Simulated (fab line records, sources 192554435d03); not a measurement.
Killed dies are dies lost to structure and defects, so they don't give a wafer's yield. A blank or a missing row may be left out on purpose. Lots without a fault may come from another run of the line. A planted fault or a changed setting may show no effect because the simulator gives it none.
Which tool did it? | flow n5_finfet | 8 lots, 23 wafers sampled, at 1 step of a route of 1938

WHAT THE GAUGES READ, wafer by wafer
N5_BEOL_M4_RC_MEAS_101.
lot  | measured     | on        | DIBL_N (mV/V)
L542 | day 9 22:02  | prober-02 | 33.5 37.4
L544 | day 10 00:40 | prober-01 | 34.3 34.2 34.9
L545 | day 10 05:49 | prober-02 | 37.2 36.5 35.6
L555 | day 13 00:38 | prober-01 | 34.3 35.6 36.1
L554 | day 13 03:28 | prober-02 | 33.3 35.9 33.4
L556 | day 13 03:50 | prober-01 | 32.4 32.4 35.7
L558 | day 14 12:02 | prober-01 | 33.1 32.8 33.7
L559 | day 14 15:52 | prober-01 | 34.9 36.2 35.0

WHICH TOOL RAN EACH LOT (tool, then ch and the chambers of the sampled wafers, then the start)
The record holds no process step before these readings.

THE ANSWER, worked out from the rows above alone
Rule: what is usual is taken from the lots themselves. Put in order of their means at a reading, lots are off if they are a third of the lots or fewer, leave a main group of 4 or more, and stand apart from it by a gap of 3 or more times the standard deviation of the main group's means; of several such gaps the widest counts. A main group whose means are all the same, to the digits that the tables above print for the reading, isn't used. A lot without any number at a reading at which 4 lots or more have one is off too. The other lots that the step has rows for count as sound.
No lot is off at any reading shown: from this, nothing can be told.

WHAT THE SIMULATOR HAD PUT IN
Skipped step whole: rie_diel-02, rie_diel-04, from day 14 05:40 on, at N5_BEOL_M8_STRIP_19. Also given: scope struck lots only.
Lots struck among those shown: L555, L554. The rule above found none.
